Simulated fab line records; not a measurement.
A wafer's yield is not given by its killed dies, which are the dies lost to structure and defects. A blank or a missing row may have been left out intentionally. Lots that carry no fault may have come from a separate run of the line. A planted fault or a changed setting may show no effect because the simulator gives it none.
Comparing a struck lot with a sound one + flow nand_harc + 14 steps out of a route of 1302
Sound: these wafers, L240.1, L240.3, L240.4. The struck wafers were L239.2, L239.3, L239.4. Last of all comes the cause.
Order at every step that has rows: each side's tool, ch and its chambers, its first start. Under that, the readings that differ: sound wafers + struck wafers + difference of the means + sigmas: that difference in standard deviations of wafers without a fault.
alike: a reading whose means differ by less than 2 such deviations, as well as words and numbers matching on both sides. not compared: withheld readings; readings where some wafer has no value; bounds like >300 that might hide an equal value; numbers whose values overlap and for which the record gives no deviation.
A row with sigmas, a row that says differs or no value, or rows on one side alone: a step with any of these is where the two part. Non-overlapping numbers with no deviation appear without sigmas and do not part them. A reading missing from all wafers of one side parts the sides only when that side holds two or more wafers.

NHARC_P_GATE_STRIP_95: strips in O2.
  sound on plasma_asher-02 ch 0,1, day 9 08:36; struck on plasma_asher-02 ch 0,1, day 8 16:48
  alike: drypump_motor_current_A, heater_power_w
  not compared: rf_hours_counter_h
then, 1 step without rows for these wafers: NHARC_P_GATE_STRIP_96 (strips in SPM, time 900 s).
NHARC_P_GATE_RTA_64: time 1 s.
  sound on rtp_anneal-02 ch 0, day 9 09:10; struck on rtp_anneal-02 ch 0, day 8 17:23
| reading          | sound                | struck               | difference | sigmas |
|------------------|----------------------|----------------------|------------|--------|
| wafer_temp_C_max | 1056.6 1057.7 1054.8 | 1059.9 1060.1 1057.9 | +2.9       | +2     |
  alike: lamp_power_pct
then, 1 step without rows for these wafers: NHARC_P_GATE_ETCH_77 (etches SiO2 in dHF, target depth 6 nm).
NHARC_P_GATE_DEGAS_109: time 60 s.
  sound on pvd_sputter-01, day 9 09:28; struck on pvd_sputter-01, day 8 17:41
  alike: heater_power_w, susceptor_temp_C
then, 3 steps without rows for these wafers: NHARC_P_GATE_PRE_CLEAN_110 (time 30 s); NHARC_P_GATE_SPUTTER_78 (material Ni, target thk 10 nm); NHARC_P_GATE_SPUTTER_79 (material TiN, target thk 10 nm).
NHARC_P_GATE_RTA_80: time 30 s.
  sound on rtp_anneal-01 ch 0, day 9 09:47; struck on rtp_anneal-01 ch 0, day 8 18:00
  alike: lamp_power_pct, wafer_temp_C_max
then, 2 steps without rows for these wafers: NHARC_P_GATE_STRIP_67 (strips in SPM, time 600 s); NHARC_P_GATE_RTA_82 (time 30 s).
NHARC_P_GATE_INSPECT_68:
  sound on defect_inspect-02, day 9 10:27; struck on defect_inspect-02, day 8 18:38
| reading          | sound       | struck      | difference | sigmas |
|------------------|-------------|-------------|------------|--------|
| raw_defect_count | 498 476 485 | 108 157 112 | -361       | -4     |
NHARC_P_CONTACT_DEP_30: deposits SiNx, target thk 30 nm.
  sound on pecvd-03 ch 0,1, day 9 10:31; struck on pecvd-02 ch 0,1,2, day 8 19:33
  alike: heater_power_w, susceptor_temp_C
NHARC_P_CONTACT_DEP_00: deposits SiO2, target thk 500 nm.
  sound on pecvd-03 ch 0,1; struck on pecvd-02 ch 0,1,2
  alike: heater_power_w, susceptor_temp_C, throttle_valve_pct

== WHERE THEY PART ==
Last at NHARC_P_GATE_INSPECT_68 as far as this record goes, first at NHARC_P_GATE_RTA_64. Later steps at which nothing parts them and some readings are alike: NHARC_P_CONTACT_DEP_30, NHARC_P_CONTACT_DEP_00.

WHY: the cause the simulator had injected
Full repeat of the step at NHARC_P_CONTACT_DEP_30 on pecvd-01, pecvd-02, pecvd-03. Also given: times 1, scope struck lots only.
